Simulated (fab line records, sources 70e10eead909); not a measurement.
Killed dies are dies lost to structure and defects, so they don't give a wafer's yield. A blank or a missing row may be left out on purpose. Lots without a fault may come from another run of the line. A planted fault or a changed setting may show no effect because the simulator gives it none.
A struck lot beside a sound one | flow nand_harc | 33 steps out of a route of 1302
Sound: wafers L254.3, L254.4, L254.6. Struck: wafers L269.4, L269.6. (L269.5 of the same lot was not struck and is left out.) The cause comes at the end.
At each step with rows: each side's tool, then ch and its chambers, then its first start. Under that, the readings that differ: sound wafers | struck wafers | difference of the means | sigmas: that difference in standard deviations of wafers without a fault.
alike: readings whose means differ by less than 2 such deviations, and words and numbers that are the same on both sides. not compared: withheld readings, readings that some wafer has no value for, bounds like >300 that may hide the same value, and numbers for which the record gives no deviation and whose values overlap.
The two part at a step that has a row with sigmas, a row that says differs or no value, or rows on one side only. Numbers that don't overlap but have no deviation are shown without sigmas and don't part them. A reading that every wafer of one side lacks parts them only if that side has two wafers or more.

first, 3 steps without rows for these wafers: NHARC_A_M0_DESCUM_14 (chemistry O2, time 3 s); NHARC_A_M0_ETCH_34 (etches the open film in N2/H2, target depth 40 nm, overetch 12 nm, time 43.94 s); NHARC_A_M0_ETCH_15 (etches the open film in C4F8/Ar, target depth 150 nm, overetch 15 nm, time 82.5 s).
NHARC_A_M0_CD_MEAS_16:
  sound on cd_sem-01, day 23 05:17; struck on cd_sem-02, day 29 16:34
  alike: cd_nm
then, 2 steps without rows for these wafers: NHARC_A_M0_STRIP_18 (strips in N2/H2); NHARC_A_M0_STRIP_19 (strips in post etch residue remover, time 600 s).
NHARC_A_M0_DEGAS_28: time 60 s.
  sound on pvd_sputter-02, day 23 05:54; struck on pvd_sputter-02, day 29 17:10
  alike: heater_power_w
NHARC_A_M0_PRE_CLEAN_29: time 30 s.
  sound on pvd_sputter-02; struck on pvd_sputter-02
  alike: heater_power_w
NHARC_A_M0_PVD_20: deposits TaN, target thk 5 nm, time 8.06 s.
  sound on pvd_sputter-02; struck on pvd_sputter-02
  alike: throttle_valve_pct
NHARC_A_M0_PVD_21: deposits Cu, target thk 30 nm, time 20.49 s.
  sound on pvd_sputter-02; struck on pvd_sputter-02
  alike: throttle_valve_pct
then, 1 step without rows for these wafers: NHARC_A_M0_ECD_22 (material Cu, target thk 400 nm).
NHARC_A_M0_ANNEAL_30: time 90 s.
  sound on rtp_anneal-02 ch 0, day 23 06:44; struck on rtp_anneal-02 ch 0, day 29 18:04
  alike: anneal_temp_c_max, wafer_temp_C_max
NHARC_A_M0_CMP_23: polishes, t overpolish 20 s, target thk 113.75 nm.
  sound on cmp-04 ch 0,1,2, day 23 07:02; struck on cmp-03 ch 1, day 29 18:15
  reading                | sound          | struck    | difference | sigmas
  motor_current_A (A)    | 11.2 10.2 11.4 | 13.7 14.8 | +3.3       | +3
  time_to_endpoint_s (s) | 28 20 28       | 33 33     | +8         | +2
NHARC_A_M0_THK_MEAS_24: measures by xrf.
  sound on film_metro-01, day 23 07:18; struck on film_metro-02, day 29 18:34
  alike: thk_nm
then, 1 step without rows for these wafers: NHARC_A_M0_SRD_25.
NHARC_A_M0_INSPECT_27:
  sound on defect_inspect-02, day 23 07:27; struck on defect_inspect-02, day 29 18:43
  reading          | sound       | struck    | difference | sigmas
  raw_defect_count | 646 490 470 | 1248 1051 | +614       | +5
then, 12 steps without rows for these wafers: NHARC_A_M0_PRE_CLEAN_31 (time 12 s); NHARC_A_M0_DEP_32 (deposits SiCN, target thk 30 nm); NHARC_A_M1_DEP_00 (deposits SiOC, target thk 182.5 nm); NHARC_A_M1_DEHYDRATE_01 (time 120 s); NHARC_A_M1_HMDS_02 (time 30 s); NHARC_A_M1_COAT_34 (time 65 s); NHARC_A_M1_COAT_03 (resist thk 90 nm); NHARC_A_M1_SOFTBAKE_04 (time 55 s); NHARC_A_M1_EBR_05; NHARC_A_M1_EXPOSE_06 (exposes mask A M1, target cd 120 nm); NHARC_A_M1_PEB_07 (peb time 65 s); NHARC_A_M1_DEVELOP_08 (develop time 35 s).
NHARC_A_M1_CD_MEAS_09: target cd 120 nm.
  sound on cd_sem-01 ch 0, day 23 08:50; struck on cd_sem-02 ch 0, day 29 20:07
  alike: cd_nm
NHARC_A_M1_OVL_MEAS_10: pitch 240 nm.
  sound on overlay-01, day 23 08:55; struck on overlay-01, day 29 20:12
  alike: overlay_x_nm, overlay_y_nm
NHARC_A_M1_INSPECT_11:
  sound on defect_inspect-02, day 23 08:58; struck on defect_inspect-02, day 29 20:14
  reading          | sound    | struck  | difference | sigmas
  raw_defect_count | 87 70 79 | 748 708 | +649       | +19
then, 1 step without rows for these wafers: NHARC_A_M1_DESCUM_14 (chemistry O2, time 3 s).
-- the record jumps here: 2 days lie between the struck wafers' starts before and after (it left off in module A_M1 and takes up again in module END, whose first step shown is number 1302 of the route) --
NHARC_END_SORT_01:
  the record has rows for the struck wafers here (prober-01 ch 0, day 31 21:34) and none for the sound ones

WHERE THEY PART
First at NHARC_A_M0_CMP_23; last, within this record, at NHARC_END_SORT_01.

WHY: what the simulator had put in
Chamber particle source: cmp-03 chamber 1, from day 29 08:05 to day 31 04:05, at NHARC_A_M0_CMP_23. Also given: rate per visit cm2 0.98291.
